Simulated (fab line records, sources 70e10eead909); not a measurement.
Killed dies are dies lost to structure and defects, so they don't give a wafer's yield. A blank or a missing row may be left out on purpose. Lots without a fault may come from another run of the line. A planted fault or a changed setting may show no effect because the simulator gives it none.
A struck lot beside a sound one | flow nand_harc | 18 steps out of a route of 1302
Sound: wafers L697.1, L697.5, L697.6. Struck: wafers L703.1, L703.3, L703.4. The cause comes at the end.
At each step with rows: each side's tool, then ch and its chambers, then its first start. Under that, the readings that differ: sound wafers | struck wafers | difference of the means | sigmas: that difference in standard deviations of wafers without a fault.
alike: readings whose means differ by less than 2 such deviations, and words and numbers that are the same on both sides. not compared: withheld readings, readings that some wafer has no value for, bounds like >300 that may hide the same value, and numbers for which the record gives no deviation and whose values overlap.
The two part at a step that has a row with sigmas, a row that says differs or no value, or rows on one side only. Numbers that don't overlap but have no deviation are shown without sigmas and don't part them. A reading that every wafer of one side lacks parts them only if that side has two wafers or more.

NHARC_P_ZERO_WELL_CD_MEAS_24: target cd 720 nm.
  sound on cd_sem-02 ch 0, day 2 18:36; struck on cd_sem-02 ch 0, day 5 06:43
  alike: cd_nm
then, 1 step without rows for these wafers: NHARC_P_ZERO_WELL_HARDBAKE_25 (time 80 s).
NHARC_P_ZERO_WELL_DESCUM_26: chemistry O2, time 3 s.
  sound on rie_diel-04 ch 0,2, day 2 18:47; struck on rie_diel-12 ch 0,1,3, day 5 06:54
  alike: drypump_motor_current_A, mfc_ar_sccm, oes_product_au, rf_vpp_V, showerhead_plenum_p_Torr, throttle_valve_pct
  not compared: rf_hours_counter_h
then, 9 steps without rows for these wafers: NHARC_P_ZERO_WELL_IMPLANT_27; NHARC_P_ZERO_WELL_IMPLANT_57; NHARC_P_ZERO_WELL_IMPLANT_58; NHARC_P_ZERO_WELL_STRIP_28 (strips in SPM, time 840 s); NHARC_P_ZERO_WELL_DEHYDRATE_29 (time 120 s); NHARC_P_ZERO_WELL_HMDS_30 (time 30 s); NHARC_P_ZERO_WELL_COAT_31; NHARC_P_ZERO_WELL_SOFTBAKE_32 (time 95 s); NHARC_P_ZERO_WELL_EBR_33.
NHARC_P_ZERO_WELL_EXPOSE_34: exposes mask P PWELL, target cd 720 nm.
  sound on krf_scanner-03 ch 0, day 2 20:06; struck on krf_scanner-03 ch 0, day 5 08:06
  reading            | sound                         | struck                        | difference | sigmas
  mask               | P_PWELL#0 P_PWELL#0 P_PWELL#0 | P_NWELL#0 P_NWELL#0 P_NWELL#0 | differs    |
  reticle_temp_C (C) | 23.31 22.93 23.07             | 22.80 22.86 22.77             | -0.29      | -3
then, 2 steps without rows for these wafers: NHARC_P_ZERO_WELL_PEB_35 (peb time 85 s); NHARC_P_ZERO_WELL_DEVELOP_36 (time 70 s).
NHARC_P_ZERO_WELL_CD_MEAS_37: target cd 720 nm.
  sound on cd_sem-02 ch 0, day 2 20:16; struck on cd_sem-03 ch 0, day 5 08:16
  reading    | sound             | struck | difference                    | sigmas
  cd_nm (nm) | 718.8 719.4 719.9 | - - -  | no value on the struck wafers |
then, 1 step without rows for these wafers: NHARC_P_ZERO_WELL_HARDBAKE_38 (time 80 s).
-- the record jumps here: 22 days lie between the struck wafers' starts before and after (it left off in module P_ZERO_WELL and takes up again in module END, whose first step shown is number 1302 of the route) --
NHARC_END_SORT_01:
  the record has rows for the struck wafers here (prober-01 ch 0, day 27 16:25) and none for the sound ones

WHERE THEY PART
First at NHARC_P_ZERO_WELL_EXPOSE_34; last, within this record, at NHARC_END_SORT_01.

WHY: what the simulator had put in
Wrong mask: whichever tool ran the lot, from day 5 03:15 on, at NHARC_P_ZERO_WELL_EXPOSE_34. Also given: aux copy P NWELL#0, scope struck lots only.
